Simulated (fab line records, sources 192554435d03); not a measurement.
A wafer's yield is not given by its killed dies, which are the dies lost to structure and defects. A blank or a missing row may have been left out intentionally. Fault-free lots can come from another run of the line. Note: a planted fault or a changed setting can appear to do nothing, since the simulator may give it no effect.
Which of the tools did it? + flow n5 finfet + 12 lots, 35 wafers sampled, at 5 steps of a route of 1938

WHAT THE GAUGES READ, wafer by wafer
The record lacks any reading of a measuring or inspecting step that a usual standard deviation could be used to judge.

EACH LOT AND THE TOOL THAT RAN IT (in order: tool; ch and the chambers of the sampled wafers; start)
| lot  | N5_BEOL_M5_ANNEAL_49         | N5_BEOL_M5_SPUTTER_81        | N5_BEOL_M5_ANNEAL_82         | N5_BEOL_M5_ANNEAL_84         | N5_PASSIVATION_PROBE_49 |
|------|------------------------------|------------------------------|------------------------------|------------------------------|-------------------------|
| L175 | pvd sputter-03, day 7 22:26  | pvd sputter-03, day 7 23:26  | pvd sputter-03, day 7 23:31  | pvd sputter-03, day 8 00:37  | -                       |
| L176 | pvd sputter-03, day 8 06:32  | pvd sputter-03, day 8 07:32  | pvd sputter-03, day 8 07:37  | pvd sputter-03, day 8 08:42  | -                       |
| L178 | pvd sputter-03, day 8 15:29  | pvd sputter-03, day 8 16:29  | pvd sputter-03, day 8 16:34  | pvd sputter-03, day 8 17:39  | -                       |
| L177 | pvd sputter-01, day 8 17:13  | pvd sputter-01, day 8 18:13  | pvd sputter-01, day 8 18:18  | pvd sputter-01, day 8 19:23  | -                       |
| L180 | pvd sputter-01, day 9 10:46  | pvd sputter-01, day 9 11:46  | pvd sputter-01, day 9 11:51  | pvd sputter-01, day 9 12:56  | -                       |
| L187 | pvd sputter-01, day 11 02:53 | pvd sputter-01, day 11 03:53 | pvd sputter-01, day 11 03:58 | pvd sputter-01, day 11 05:04 | -                       |
| L188 | pvd sputter-03, day 11 10:19 | pvd sputter-03, day 11 11:19 | pvd sputter-03, day 11 11:24 | pvd sputter-03, day 11 12:29 | -                       |
| L190 | pvd sputter-01, day 11 12:28 | pvd sputter-01, day 11 13:29 | pvd sputter-01, day 11 13:34 | pvd sputter-01, day 11 14:38 | prober-02, day 15 09:37 |
| L189 | pvd sputter-02, day 11 22:43 | pvd sputter-02, day 11 23:44 | pvd sputter-02, day 11 23:49 | pvd sputter-02, day 12 00:53 | -                       |
| L193 | pvd sputter-01, day 12 21:37 | pvd sputter-01, day 12 22:37 | pvd sputter-01, day 12 22:41 | pvd sputter-01, day 12 23:47 | -                       |
| L197 | pvd sputter-02, day 13 21:31 | pvd sputter-02, day 13 22:32 | pvd sputter-02, day 13 22:37 | pvd sputter-02, day 13 23:42 | -                       |
| L198 | pvd sputter-03, day 14 00:19 | pvd sputter-03, day 14 01:19 | pvd sputter-03, day 14 01:24 | pvd sputter-03, day 14 02:29 | -                       |
- N5_BEOL_M5_ANNEAL_49: time 1800 s.
- N5_BEOL_M5_SPUTTER_81: material Cu, target thk 15 nm, time 27.62 s.
- N5_BEOL_M5_ANNEAL_82: time 1800 s.
- N5_BEOL_M5_ANNEAL_84: time 1800 s.
- N5_PASSIVATION_PROBE_49

AS READ BY THE TOOLS THEMSELVES (means over the sampled wafers that have a number; for cases with no such wafer, the mark the record gives instead)
N5_BEOL_M5_ANNEAL_49. Usual: heater power w 812 W, standard deviation 70; susceptor temp C 400.00 C, standard deviation 0.24.
| lot  | tool           | heater power w (W) | susceptor temp C (C) | flag |
|------|----------------|--------------------|----------------------|------|
| L175 | pvd sputter-03 | 838                | 400.04               |      |
| L176 | pvd sputter-03 | 798                | 399.65               |      |
| L178 | pvd sputter-03 | 812                | 399.79               |      |
| L177 | pvd sputter-01 | 873                | 400.00               |      |
| L180 | pvd sputter-01 | 830                | 399.89               |      |
| L187 | pvd sputter-01 | 776                | 400.02               |      |
| L188 | pvd sputter-03 | 800                | 399.82               |      |
| L190 | pvd sputter-01 | 813                | 399.78               |      |
| L189 | pvd sputter-02 | 783                | 399.97               |      |
| L193 | pvd sputter-01 | 832                | 399.74               |      |
| L197 | pvd sputter-02 | 813                | 400.13               |      |
| L198 | pvd sputter-03 | 811                | 400.13               |      |

N5_BEOL_M5_SPUTTER_81. Usual: substrate temp c -20.01 C, standard deviation 0.11; throttle valve pct 30.2 %, standard deviation 0.94.
| lot  | tool           | substrate temp c (C) | throttle valve pct (%) | flag |
|------|----------------|----------------------|------------------------|------|
| L175 | pvd sputter-03 | -20.04               | 29.1                   |      |
| L176 | pvd sputter-03 | -19.92               | 28.9                   |      |
| L178 | pvd sputter-03 | -19.99               | 29.3                   |      |
| L177 | pvd sputter-01 | -20.06               | 30.5                   |      |
| L180 | pvd sputter-01 | -20.05               | 30.2                   |      |
| L187 | pvd sputter-01 | -19.92               | 30.4                   |      |
| L188 | pvd sputter-03 | -20.08               | 29.5                   |      |
| L190 | pvd sputter-01 | -19.97               | 30.4                   |      |
| L189 | pvd sputter-02 | -20.06               | 30.3                   |      |
| L193 | pvd sputter-01 | -20.14               | 29.8                   |      |
| L197 | pvd sputter-02 | -19.87               | 30.5                   |      |
| L198 | pvd sputter-03 | -20.07               | 29.5                   |      |

N5_BEOL_M5_ANNEAL_82. Usual: heater power w 808 W, standard deviation 68; susceptor temp C 400.02 C, standard deviation 0.22.
| lot  | tool           | heater power w (W) | susceptor temp C (C) | flag |
|------|----------------|--------------------|----------------------|------|
| L175 | pvd sputter-03 | 828                | 399.92               |      |
| L176 | pvd sputter-03 | 789                | 399.84               |      |
| L178 | pvd sputter-03 | 813                | 400.02               |      |
| L177 | pvd sputter-01 | 870                | 400.02               |      |
| L180 | pvd sputter-01 | 840                | 399.86               |      |
| L187 | pvd sputter-01 | -                  | -                    | OFF  |
| L188 | pvd sputter-03 | -                  | -                    | OFF  |
| L190 | pvd sputter-01 | -                  | -                    | OFF  |
| L189 | pvd sputter-02 | 786                | 400.00               |      |
| L193 | pvd sputter-01 | 812                | 400.07               |      |
| L197 | pvd sputter-02 | 814                | 399.97               |      |
| L198 | pvd sputter-03 | 811                | 400.15               |      |

N5_BEOL_M5_ANNEAL_84. Usual: heater power w 811 W, standard deviation 70; susceptor temp C 399.98 C, standard deviation 0.24.
| lot  | tool           | heater power w (W) | susceptor temp C (C) | flag |
|------|----------------|--------------------|----------------------|------|
| L175 | pvd sputter-03 | 822                | 399.73               |      |
| L176 | pvd sputter-03 | 802                | 400.03               |      |
| L178 | pvd sputter-03 | 817                | 400.28               |      |
| L177 | pvd sputter-01 | 870                | 400.01               |      |
| L180 | pvd sputter-01 | 837                | 400.03               |      |
| L187 | pvd sputter-01 | 762                | 400.01               |      |
| L188 | pvd sputter-03 | 792                | 399.86               |      |
| L190 | pvd sputter-01 | 810                | 400.04               |      |
| L189 | pvd sputter-02 | 783                | 399.80               |      |
| L193 | pvd sputter-01 | 821                | 399.89               |      |
| L197 | pvd sputter-02 | 796                | 399.86               |      |
| L198 | pvd sputter-03 | 801                | 399.78               |      |

N5_PASSIVATION_PROBE_49. Usual: defect limited yield 91.1 %, standard deviation 1.5; killed_at_M0_to_M3 35, standard deviation 11; killed_at_M4_up 13, standard deviation 5.7; killed at contacts 12, standard deviation 5.7; killed at front end 40, standard deviation 11; killed at other 4, standard deviation 4.4; killed dies 105, standard deviation 18; killed open 68, standard deviation 14; killed short 34, standard deviation 7.4; sort_bin_5_function 5.2 %, standard deviation 1; sort_bin_6_memory 3.3 %, standard deviation 0.67; sort_bin_8_speed 0.04 %, standard deviation 0.29; sort n pass 1074, standard deviation 18; sort yield pct 91.0 %, standard deviation 1.5.
| lot  | tool      | defect limited yield (%) | killed_at_M0_to_M3 | killed_at_M4_up | killed at contacts | killed at front end | killed at other | killed dies | killed open | killed short | sort_bin_5_function (%) | sort_bin_6_memory (%) | sort_bin_8_speed (%) | sort n pass | sort yield pct (%) | flag |
|------|-----------|--------------------------|--------------------|-----------------|--------------------|---------------------|-----------------|-------------|-------------|--------------|-------------------------|-----------------------|----------------------|-------------|--------------------|------|
| L190 | prober-02 | 92.6                     | 28                 | 9               | 10                 | 33                  | 8               | 88          | 50          | 34           | 4.5                     | 2.7                   | 0.00                 | 1092        | 92.6               |      |

THE ANSWER, worked out from the rows above alone
Rule: a lot counts as off when the mean over its wafers that have a number is more than 3 standard deviations away from the usual mean. Also off: a lot with no number at a reading for which 4 or more lots have one. The other lots that the step has rows for count as sound. Order of review: gauges by route order, followed by the tools' own readings, for which a lot's mean as printed above is used. The first step at which some lot is off is used, and at that step the reading that is off furthest; a lot without a number counts as furthest.
Off, at N5_BEOL_M5_ANNEAL_82 on heater power w: L187, L188, L190. Without a number there: L187, L188, L190.
If a tool, at that step or one of the process steps before it, ran each lot that is off and ran no sound lot following the first of them, it fits. Not one of the candidates tried fits.

WHAT WAS PUT IN BY THE SIMULATOR
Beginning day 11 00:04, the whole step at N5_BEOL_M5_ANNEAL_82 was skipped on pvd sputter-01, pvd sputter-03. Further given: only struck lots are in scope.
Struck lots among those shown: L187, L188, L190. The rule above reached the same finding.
